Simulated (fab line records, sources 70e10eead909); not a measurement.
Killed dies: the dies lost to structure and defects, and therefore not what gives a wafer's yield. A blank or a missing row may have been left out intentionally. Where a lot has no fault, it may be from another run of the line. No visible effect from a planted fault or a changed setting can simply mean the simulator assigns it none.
Comparing a struck lot with a sound one :: flow nand harc :: 14 out of 1159 route steps
Sound: these wafers, L701.1, L701.4, L701.6. Struck: wafer L707.3 (left out: L707.4, L707.5 of the same lot, which were not struck); the cause appears at the end.
For every step that has rows: the tool of each side, followed by ch and its chambers, followed by its first start. Under that, the readings that differ: sound wafers :: struck wafers :: difference of the means :: sigmas: that difference in standard deviations of wafers without a fault.
alike: words and numbers the same on both sides, and readings whose means are apart by under 2 such deviations; not compared: readings that were withheld, readings missing a value for some wafer, numbers with overlapping values and no deviation given by the record, and bounds like >300 which may hide the same value.
A row with sigmas, a row that says differs or no value, or rows on one side alone: a step with any of these is where the two part. Numbers that don't overlap but have no deviation are shown without sigmas and don't part them. A reading missing from all wafers of one side parts the sides only when that side holds two or more wafers.

NHARC_A_ZERO_WELL_INSPECT_17:
  sound on defect inspect-02 at day 7 02:14; struck on defect inspect-02 at day 8 05:11
  alike: raw defect count
then, 3 steps without rows for these wafers: NHARC_A_SOURCE_PLATE_PRECLEAN_00 (cleans in HF-LAST, time 60 s); NHARC_A_SOURCE_PLATE_SRD_01; NHARC_A_SOURCE_PLATE_OXIDE_02 (material SiO2, target thk 10 nm, ox time 1362 s).
NHARC_A_SOURCE_PLATE_THK_MEAS_09: measures by ellipsometry.
  sound on film metro-01 at day 7 10:46; struck on film metro-02 at day 8 10:01
  alike: thk nm
then, 3 steps without rows for these wafers: NHARC_A_SOURCE_PLATE_PVD_04 (deposits WSi2, target thk 50 nm); NHARC_A_SOURCE_PLATE_CVD_03 (deposits poly-Si, target thk 200 nm, time 4000 s); NHARC_A_SOURCE_PLATE_ANNEAL_05 (time 1800 s).
NHARC_A_SOURCE_PLATE_THK_MEAS_06: measures by ellipsometry.
  sound on film metro-01 at day 8 03:56; struck on film metro-01 at day 9 01:28
  alike: thk nm
NHARC_A_SOURCE_PLATE_INSPECT_08:
  sound on defect inspect-01 at day 8 04:00; struck on defect inspect-02 at day 9 01:33
  alike: raw defect count
NHARC_A_ONON_D1_DEP_00: target thk 1000 nm.
  sound on pecvd onon-01 ch 0, day 8 04:04; struck on pecvd onon-01 ch 0, day 9 01:44
reading: nh3 flow sccm (sccm)
sound: 502.2 501.4 501.2
struck: 498.0
difference: -3.6
sigmas: -2
NHARC_A_ONON_D1_THK_MEAS_02: measures by ellipsometry.
  sound on film metro-01 at day 8 04:34; struck on film metro-01 at day 9 02:08
reading: thk nm (nm)
sound: 999 997 999
struck: 1477
difference: +479
sigmas: +44
next comes 1 step that has no rows for these wafers: NHARC_A_ONON_D1_DEP_03 (target thickness 1000 nm).
-- break in the record here, with 12 days between the starts of the struck wafers on either side (left off in module A_ONON_D1, picked up again in module END, where the first step shown is number 1159 on the route) --
NHARC_END_SORT_01:
  the record has rows for the struck wafers here (prober-02 ch 0, day 21 01:55) and none for the sound ones

WHERE THEY PART
Last at NHARC_END_SORT_01 as far as this record goes, first at NHARC_A_ONON_D1_DEP_00.

WHY: what the simulator had put in
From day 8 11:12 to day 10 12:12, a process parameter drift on pecvd onon-01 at NHARC_A_ONON_D1_DEP_00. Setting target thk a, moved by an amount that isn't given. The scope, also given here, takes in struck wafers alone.
